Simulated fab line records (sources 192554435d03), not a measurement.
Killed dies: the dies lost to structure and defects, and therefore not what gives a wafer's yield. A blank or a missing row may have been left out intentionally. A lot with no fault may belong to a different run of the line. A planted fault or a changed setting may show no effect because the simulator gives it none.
What tool caused it? | flow n5 finfet | Sampling: 24 lots, 72 wafers, 3 of 1938 route steps

== WHAT THE GAUGES SHOWED, per wafer ==
N5_BEOL_M14_CD_MEAS_28: the cd target is 284.4 nm.
lot  | measured     | on        | cd nm (nm)
L074 | day 11 03:17 | cd sem-03 | 280.9 286.8 284.1
L075 | day 11 10:52 | cd sem-03 | 283.1 282.7 286.9
L076 | day 12 03:13 | cd sem-01 | 284.1 285.1 285.4
L077 | day 12 05:05 | cd sem-01 | 285.7 283.8 281.8
L078 | day 12 05:20 | cd sem-02 | 281.8 283.9 285.5
L079 | day 12 18:14 | cd sem-01 | 286.5 283.9 286.1
L080 | day 13 03:16 | cd sem-01 | 286.2 283.6 280.7
L081 | day 13 06:02 | cd sem-03 | 282.8 283.8 288.5
L083 | day 13 11:37 | cd sem-02 | 286.0 285.6 286.5
L082 | day 14 07:59 | cd sem-02 | 280.5 281.6 284.5
L085 | day 14 21:37 | cd sem-02 | 283.2 286.5 283.5
L084 | day 15 08:16 | cd sem-01 | 284.8 283.8 283.1
L088 | day 15 08:41 | cd sem-03 | 285.1 281.4 285.9
L089 | day 15 09:53 | cd sem-02 | 285.1 284.6 283.7
L086 | day 15 10:20 | cd sem-01 | 283.4 282.5 287.2
L087 | day 15 10:29 | cd sem-02 | 289.1 288.2 282.5
L090 | day 15 11:09 | cd sem-03 | 282.4 281.0 287.3
L092 | day 16 09:10 | cd sem-02 | 282.5 287.0 283.6
L091 | day 16 09:20 | cd sem-02 | 282.1 284.6 288.2
L093 | day 16 12:58 | cd sem-03 | 287.0 285.5 281.7
L094 | day 17 03:41 | cd sem-01 | 286.6 283.6 288.1
L095 | day 17 07:35 | cd sem-03 | 282.5 285.0 282.2
L097 | day 17 15:05 | cd sem-01 | 288.3 286.1 284.0
L096 | day 17 17:31 | cd sem-03 | 282.1 282.1 282.2

N5_BEOL_M14_OCD_MEAS_35.
lot  | measured     | on     | trench depth nm (nm)
L074 | day 11 04:03 | ocd-02 | 544 548 550
L075 | day 11 11:34 | ocd-02 | 560 552 548
L076 | day 12 04:00 | ocd-02 | 547 549 554
L077 | day 12 05:47 | ocd-01 | 557 534 539
L078 | day 12 06:02 | ocd-02 | 547 565 543
L079 | day 12 19:08 | ocd-01 | 559 545 545
L080 | day 13 04:02 | ocd-01 | 537 591 567
L081 | day 13 06:45 | ocd-01 | 570 540 559
L083 | day 13 13:22 | ocd-02 | 590 540 551
L082 | day 14 08:41 | ocd-01 | 522 581 518
L085 | day 14 22:23 | ocd-02 | 555 588 544
L084 | day 15 08:58 | ocd-01 | 541 588 590
L088 | day 15 09:33 | ocd-02 | 585 538 535
L089 | day 15 10:35 | ocd-01 | 586 541 584
L086 | day 15 11:02 | ocd-01 | 520 536 576
L087 | day 15 11:23 | ocd-01 | 538 565 545
L090 | day 15 12:08 | ocd-01 | 588 585 566
L092 | day 16 09:52 | ocd-02 | 522 581 580
L091 | day 16 10:08 | ocd-01 | 541 542 571
L093 | day 16 13:52 | ocd-02 | 571 576 526
L094 | day 17 04:23 | ocd-01 | 582 546 547
L095 | day 17 08:17 | ocd-02 | 583 562 545
L097 | day 17 15:47 | ocd-02 | 564 572 567
L096 | day 17 18:15 | ocd-01 | 571 547 576

== EACH LOT AND THE TOOL THAT RAN IT (in order: tool; ch and the chambers of the sampled wafers; start) ==
lot  | N5_BEOL_M14_ETCH_68
L074 | rie diel-01 ch 0,1, day 11 03:37
L075 | rie diel-01 ch 0,1, day 11 11:08
L076 | rie diel-05 ch 1,3, day 12 03:34
L077 | rie diel-05 ch 0,1,3, day 12 05:22
L078 | rie diel-01 ch 0,2, day 12 05:36
L079 | rie diel-01 ch 0,3, day 12 18:43
L080 | rie diel-01 ch 1,2,3, day 13 03:36
L081 | rie diel-01 ch 2,3, day 13 06:19
L083 | rie diel-01 ch 0,1,3, day 13 12:56
L082 | rie diel-03 ch 2,3, day 14 08:15
L085 | rie diel-05 ch 0,1,2, day 14 21:58
L084 | rie diel-01 ch 1,3, day 15 08:32
L088 | rie diel-01 ch 1,3, day 15 09:07
L089 | rie diel-05 ch 1,2, day 15 10:09
L086 | rie diel-03 ch 0,1,3, day 15 10:36
L087 | rie diel-01 ch 0,2,3, day 15 10:57
L090 | rie diel-01 ch 1,2, day 15 11:42
L092 | rie diel-03 ch 1,3, day 16 09:26
L091 | rie diel-01 ch 2,3, day 16 09:42
L093 | rie diel-03 ch 1,2,3, day 16 13:26
L094 | rie diel-05 ch 0,2,3, day 17 03:57
L095 | rie diel-05 ch 0,1,2, day 17 07:51
L097 | rie diel-03 ch 1,2, day 17 15:22
L096 | rie diel-01 ch 0,1,2, day 17 17:49
- N5_BEOL_M14_ETCH_68: etches SOC in N2/H2, time 450 s.

== WHAT THE TOOLS THEMSELVES READ (means of the sampled wafers that have a number; where no wafer has one, the mark that the record gives instead) ==
N5_BEOL_M14_ETCH_68.
lot  | tool        | drypump motor current A (A) | oes product au (a.u.) | rf vpp V (V) | showerhead plenum p Torr (Torr) | throttle valve pct (%)
L074 | rie diel-01 | 5.5                         | 0.82                  | 524.5        | 2.59                            | 17.97
L075 | rie diel-01 | 5.5                         | 0.82                  | 525.6        | 2.59                            | 17.98
L076 | rie diel-05 | 6.0                         | 0.82                  | 520.8        | 2.44                            | 17.31
L077 | rie diel-05 | 5.5                         | 0.81                  | 522.6        | 2.49                            | 17.43
L078 | rie diel-01 | 5.8                         | 0.89                  | 526.6        | 2.61                            | 17.72
L079 | rie diel-01 | 5.7                         | 0.79                  | 524.5        | 2.55                            | 17.57
L080 | rie diel-01 | 5.5                         | 0.88                  | 525.3        | 2.61                            | 17.68
L081 | rie diel-01 | 5.8                         | 0.83                  | 526.9        | 2.63                            | 17.58
L083 | rie diel-01 | 5.5                         | 0.85                  | 524.8        | 2.57                            | 17.74
L082 | rie diel-03 | 5.6                         | 0.78                  | 527.4        | 2.64                            | 17.48
L085 | rie diel-05 | 5.3                         | 0.85                  | 521.9        | 2.49                            | 17.61
L084 | rie diel-01 | 5.2                         | 0.85                  | 524.9        | 2.58                            | 17.80
L088 | rie diel-01 | 5.4                         | 0.79                  | 523.9        | 2.55                            | 17.67
L089 | rie diel-05 | 5.7                         | 0.89                  | 522.1        | 2.45                            | 17.65
L086 | rie diel-03 | 5.3                         | 0.75                  | 525.0        | 2.58                            | 17.92
L087 | rie diel-01 | 5.8                         | 0.80                  | 524.9        | 2.58                            | 17.67
L090 | rie diel-01 | 5.3                         | 0.89                  | 525.8        | 2.63                            | 17.87
L092 | rie diel-03 | 5.2                         | 0.79                  | 528.2        | 2.67                            | 17.72
L091 | rie diel-01 | 5.7                         | 0.76                  | 524.6        | 2.57                            | 17.57
L093 | rie diel-03 | 5.5                         | 0.78                  | 526.9        | 2.65                            | 17.59
L094 | rie diel-05 | 5.6                         | 0.84                  | 522.1        | 2.49                            | 17.40
L095 | rie diel-05 | 5.4                         | 0.82                  | 523.1        | 2.48                            | 17.65
L097 | rie diel-03 | 5.7                         | 0.79                  | 527.0        | 2.66                            | 17.54
L096 | rie diel-01 | 5.6                         | 0.84                  | 525.7        | 2.61                            | 17.85

== THE ANSWER, worked out from the rows above alone ==
Rule: what is usual is taken from the lots themselves. The widest of any qualifying gaps counts: lots, ordered by their means at a reading, are off when they make up no more than a third of the lots, leave a main group of 4 or more, and stand apart from it by 3 or more times the standard deviation of that group's means. A main group is skipped when, at the precision printed for the reading in the tables above, its means are all equal. A lot without any number at a reading at which 4 lots or more have one is off too. Where the step has rows for the other lots, those lots are counted as sound. The gauges are gone through in route order, then the tools' own readings, and for those a lot's mean is taken as printed above. The first step at which some lot is off is used, and at that step the reading that is off furthest; a lot without a number counts as furthest.
No lot is off on any of the readings shown, so nothing can be concluded from this.

== WHAT THE SIMULATOR HAD PUT IN ==
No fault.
